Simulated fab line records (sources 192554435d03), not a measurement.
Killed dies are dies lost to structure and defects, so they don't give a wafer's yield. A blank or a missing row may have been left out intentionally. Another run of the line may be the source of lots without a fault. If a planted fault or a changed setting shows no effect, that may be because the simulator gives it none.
Matching of chambers :: flow n5_finfet :: 4 sister chambers for N5_BEOL_M6_STRIP_67 on rie_diel-05
The step strips in CF4. 22 wafers are shown with their chamber, then 11 later ones without.

WAFERS PAIRED WITH THEIR CHAMBERS
wafer: L074.1
chamber: 0
drypump_motor_current_A (A): 6.0
throttle_valve_pct (%): 13.43
showerhead_plenum_p_Torr (Torr): 1.72

wafer: L074.4
chamber: 2
drypump_motor_current_A (A): 6.6
throttle_valve_pct (%): 13.74
showerhead_plenum_p_Torr (Torr): 1.78

wafer: L074.5
chamber: 3
drypump_motor_current_A (A): 4.9
throttle_valve_pct (%): 13.02
showerhead_plenum_p_Torr (Torr): 1.74

wafer: L076.2
chamber: 3
drypump_motor_current_A (A): 4.9
throttle_valve_pct (%): 13.03
showerhead_plenum_p_Torr (Torr): 1.74

wafer: L076.3
chamber: 0
drypump_motor_current_A (A): 6.0
throttle_valve_pct (%): 13.45
showerhead_plenum_p_Torr (Torr): 1.72

wafer: L076.4
chamber: 3
drypump_motor_current_A (A): 4.9
throttle_valve_pct (%): 13.03
showerhead_plenum_p_Torr (Torr): 1.74

wafer: L078.1
chamber: 2
drypump_motor_current_A (A): 6.6
throttle_valve_pct (%): 13.78
showerhead_plenum_p_Torr (Torr): 1.78

wafer: L078.4
chamber: 3
drypump_motor_current_A (A): 4.9
throttle_valve_pct (%): 13.05
showerhead_plenum_p_Torr (Torr): 1.74

wafer: L078.6
chamber: 2
drypump_motor_current_A (A): 6.6
throttle_valve_pct (%): 13.78
showerhead_plenum_p_Torr (Torr): 1.78

wafer: L081.2
chamber: 2
drypump_motor_current_A (A): 6.6
throttle_valve_pct (%): 13.79
showerhead_plenum_p_Torr (Torr): 1.78

wafer: L081.3
chamber: 0
drypump_motor_current_A (A): 6.0
throttle_valve_pct (%): 13.48
showerhead_plenum_p_Torr (Torr): 1.72

wafer: L081.5
chamber: 3
drypump_motor_current_A (A): 4.9
throttle_valve_pct (%): 13.06
showerhead_plenum_p_Torr (Torr): 1.74

wafer: L082.3
chamber: 0
drypump_motor_current_A (A): 6.0
throttle_valve_pct (%): 13.48
showerhead_plenum_p_Torr (Torr): 1.72

wafer: L082.4
chamber: 3
drypump_motor_current_A (A): 4.9
throttle_valve_pct (%): 13.04
showerhead_plenum_p_Torr (Torr): 1.74

wafer: L082.5
chamber: 2
drypump_motor_current_A (A): 6.6
throttle_valve_pct (%): 13.80
showerhead_plenum_p_Torr (Torr): 1.78

wafer: L083.2
chamber: 0
drypump_motor_current_A (A): 6.0
throttle_valve_pct (%): 13.48
showerhead_plenum_p_Torr (Torr): 1.72

wafer: L083.5
chamber: 1
drypump_motor_current_A (A): 6.3
throttle_valve_pct (%): 13.44
showerhead_plenum_p_Torr (Torr): 1.76

wafer: L083.6
chamber: 0
drypump_motor_current_A (A): 6.0
throttle_valve_pct (%): 13.48
showerhead_plenum_p_Torr (Torr): 1.72

wafer: L086.1
chamber: 0
drypump_motor_current_A (A): 6.0
throttle_valve_pct (%): 13.50
showerhead_plenum_p_Torr (Torr): 1.72

wafer: L086.3
chamber: 2
drypump_motor_current_A (A): 6.6
throttle_valve_pct (%): 13.81
showerhead_plenum_p_Torr (Torr): 1.78

wafer: L086.5
chamber: 0
drypump_motor_current_A (A): 6.0
throttle_valve_pct (%): 13.50
showerhead_plenum_p_Torr (Torr): 1.71

wafer: L090.2
chamber: 1
drypump_motor_current_A (A): 6.4
throttle_valve_pct (%): 13.49
showerhead_plenum_p_Torr (Torr): 1.75

SIGNATURES, as means of the wafers listed above
reading: drypump_motor_current_A
chamber 0: 6.000
chamber 1: 6.350
chamber 2: 6.600
chamber 3: 4.900
scatter within a chamber: 0.0167

reading: throttle_valve_pct
chamber 0: 13.4750
chamber 1: 13.4650
chamber 2: 13.7833
chamber 3: 13.0383
scatter within a chamber: 0.0227

reading: showerhead_plenum_p_Torr
chamber 0: 1.7188
chamber 1: 1.7550
chamber 2: 1.7800
chamber 3: 1.7400
scatter within a chamber: 0.00276
Rule: a wafer lies at a distance from a chamber equal to the root of the sum of squares, over the readings, of (its reading less the chamber's mean, divided by the reading's scatter). The wafer belongs to the nearest chamber; if the next one is less than 2 further off, it can't be placed. The scatter is the square root of a quotient: the sum, over the shown wafers, of each reading's squared deviation from its chamber's mean, divided by wafers minus chambers.

WAFERS WITHOUT THEIR CHAMBER
wafer: L090.3
drypump_motor_current_A (A): 4.9
throttle_valve_pct (%): 13.11
showerhead_plenum_p_Torr (Torr): 1.73

wafer: L090.5
drypump_motor_current_A (A): 6.4
throttle_valve_pct (%): 13.47
showerhead_plenum_p_Torr (Torr): 1.75

wafer: L088.1
drypump_motor_current_A (A): 4.9
throttle_valve_pct (%): 13.09
showerhead_plenum_p_Torr (Torr): 1.73

wafer: L088.3
drypump_motor_current_A (A): 6.3
throttle_valve_pct (%): 13.48
showerhead_plenum_p_Torr (Torr): 1.75

wafer: L088.4
drypump_motor_current_A (A): 6.6
throttle_valve_pct (%): 13.85
showerhead_plenum_p_Torr (Torr): 1.77

wafer: L094.1
drypump_motor_current_A (A): 6.4
throttle_valve_pct (%): 13.49
showerhead_plenum_p_Torr (Torr): 1.75

wafer: L094.5
drypump_motor_current_A (A): 6.3
throttle_valve_pct (%): 13.49
showerhead_plenum_p_Torr (Torr): 1.75

wafer: L094.6
drypump_motor_current_A (A): 6.0
throttle_valve_pct (%): 13.54
showerhead_plenum_p_Torr (Torr): 1.71

wafer: L097.3
drypump_motor_current_A (A): 6.4
throttle_valve_pct (%): 13.54
showerhead_plenum_p_Torr (Torr): 1.75

wafer: L097.5
drypump_motor_current_A (A): 4.9
throttle_valve_pct (%): 13.13
showerhead_plenum_p_Torr (Torr): 1.73

wafer: L097.6
drypump_motor_current_A (A): 6.0
throttle_valve_pct (%): 13.56
showerhead_plenum_p_Torr (Torr): 1.71

WHICH CHAMBER EACH ONE RAN IN
wafer: L090.3
from the rows above: 3
in truth: 3

wafer: L090.5
from the rows above: 1
in truth: 1

wafer: L088.1
from the rows above: 3
in truth: 3

wafer: L088.3
from the rows above: 1
in truth: 1

wafer: L088.4
from the rows above: 2
in truth: 2

wafer: L094.1
from the rows above: 1
in truth: 1

wafer: L094.5
from the rows above: 1
in truth: 1

wafer: L094.6
from the rows above: 0
in truth: 0

wafer: L097.3
from the rows above: 1
in truth: 1

wafer: L097.5
from the rows above: 3
in truth: 3

wafer: L097.6
from the rows above: 0
in truth: 0
Placed correctly: 11 of 11. Not placeable from these rows: 0. 0 placed wrongly.
